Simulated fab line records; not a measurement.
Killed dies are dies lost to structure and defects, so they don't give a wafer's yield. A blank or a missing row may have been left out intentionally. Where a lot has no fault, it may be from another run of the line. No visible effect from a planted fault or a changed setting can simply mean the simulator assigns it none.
2 desks looking at one fault || flow n5 finfet || each desk has only its own numbers; what lay behind them comes last

## METROLOGY DESK
What the gauges read, lot by lot, whatever tool the lot ran on: means of the sampled wafers that have a number. The brackets show how far a lot's mean lies from the usual mean; more than 4 standard deviations puts the lot out of limits, marked OUT. It has 12 readings; the 7 that lie furthest out on some lot are the ones shown.
Columns: A = DIBL_N at N5_BEOL_M4_RC_MEAS_101, usual 36.1 mV/V; B = DIBL_P at N5_BEOL_M4_RC_MEAS_101, usual 36.3 mV/V; C = IOFF_N at N5_BEOL_M4_RC_MEAS_101, usual 0.15 nA/um; D = IOFF_P at N5_BEOL_M4_RC_MEAS_101, usual 0.21 nA/um; E = ION_P at N5_BEOL_M4_RC_MEAS_101, usual 463 uA/um; F = SS_N at N5_BEOL_M4_RC_MEAS_101, usual 71.5 mV/dec; G = SS_P at N5_BEOL_M4_RC_MEAS_101, usual 73.2 mV/dec
{"lot": "L174", "first seen here": "day 5 17:17", "A": 35.5, "B": 35.6, "C": 0.14, "D": 0.21, "E": 467, "F": 71.0, "G": 73.3}
{"lot": "L175", "first seen here": "day 5 21:49", "A": 38.2, "B": 39.3, "C": 0.20, "D": 0.24, "E": 471, "F": 72.1, "G": 73.8}
{"lot": "L176", "first seen here": "day 5 22:07", "A": 35.0, "B": 36.5, "C": 0.15, "D": 0.23, "E": 482, "F": 71.4, "G": 73.1}
{"lot": "L186", "first seen here": "day 8 20:43", "A": 36.7, "B": 36.2, "C": 0.18, "D": 0.23, "E": 470, "F": 71.5, "G": 73.1}
{"lot": "L187", "first seen here": "day 9 07:19", "A": 36.1, "B": 36.7, "C": 0.16, "D": 0.24, "E": 469, "F": 71.2, "G": 74.1}
{"lot": "L189", "first seen here": "day 9 15:38", "A": 36.4, "B": 36.3, "C": 0.17, "D": 0.24, "E": 472, "F": 71.4, "G": 72.8}
{"lot": "L190", "first seen here": "day 9 20:59", "A": 35.4, "B": 35.1, "C": 0.15, "D": 0.21, "E": 455, "F": 71.9, "G": 73.1}
{"lot": "L192", "first seen here": "day 10 08:02", "A": 41.1, "B": 42.0, "C": 0.23, "D": 0.29, "E": 464, "F": 72.7, "G": 74.8}
{"lot": "L194", "first seen here": "day 10 14:02", "A": 34.8, "B": 35.9, "C": 0.14, "D": 0.20, "E": 464, "F": 71.6, "G": 73.4}
{"lot": "L195", "first seen here": "day 10 19:19", "A": 34.6, "B": 34.5, "C": 0.14, "D": 0.20, "E": 458, "F": 71.4, "G": 72.6}
{"lot": "L196", "first seen here": "day 11 06:18", "A": 37.3, "B": 36.1, "C": 0.15, "D": 0.22, "E": 458, "F": 71.6, "G": 72.6}
{"lot": "L197", "first seen here": "day 11 10:34", "A": 37.0, "B": 36.1, "C": 0.16, "D": 0.23, "E": 470, "F": 71.0, "G": 73.4}
Result from this desk: across the 12 lots, nothing is out of limits.

## FOR THE TOOL OWNER'S DESK: rie diel-06
The tool's own readings at N5_BEOL_M0_SAQP_ETCH_84 (etches SOC in N2/H2, target depth 100 nm, overetch 20 nm, time 150 s): means of the sampled wafers that have a number, for each lot that ran on this tool. The brackets show how far a lot's mean lies from the usual mean; more than 4 standard deviations puts the lot out of limits, marked OUT.
Columns: A = drypump motor current A at N5_BEOL_M0_SAQP_ETCH_84, usual 5.9 A; B = oes product au at N5_BEOL_M0_SAQP_ETCH_84, usual 0.71 a.u.; C = rf vpp V at N5_BEOL_M0_SAQP_ETCH_84, usual 524.1 V; D = showerhead plenum p Torr at N5_BEOL_M0_SAQP_ETCH_84, usual 2.55 Torr; E = throttle valve pct at N5_BEOL_M0_SAQP_ETCH_84, usual 17.80 %
{"lot": "L174", "first seen here": "day 5 15:48", "A": 5.4, "B": 0.71, "C": 525.0, "D": 2.59, "E": 17.87}
{"lot": "L180", "first seen here": "day 7 01:38", "A": 5.8, "B": 0.62, "C": 524.5, "D": 2.58, "E": 18.04}
{"lot": "L185", "first seen here": "day 8 06:35", "A": 5.4, "B": 0.62, "C": 523.6, "D": 2.54, "E": 18.03}
{"lot": "L197", "first seen here": "day 11 09:06", "A": 5.4, "B": 0.71, "C": 523.8, "D": 2.53, "E": 18.10}
Result from this desk: across the 4 lots, nothing is out of limits.

## BROUGHT TOGETHER
The metrology desk saw nothing out of limits.
Nothing out of limits was seen by the tool owner's desk.

## WHAT WAS PUT IN BY THE SIMULATOR
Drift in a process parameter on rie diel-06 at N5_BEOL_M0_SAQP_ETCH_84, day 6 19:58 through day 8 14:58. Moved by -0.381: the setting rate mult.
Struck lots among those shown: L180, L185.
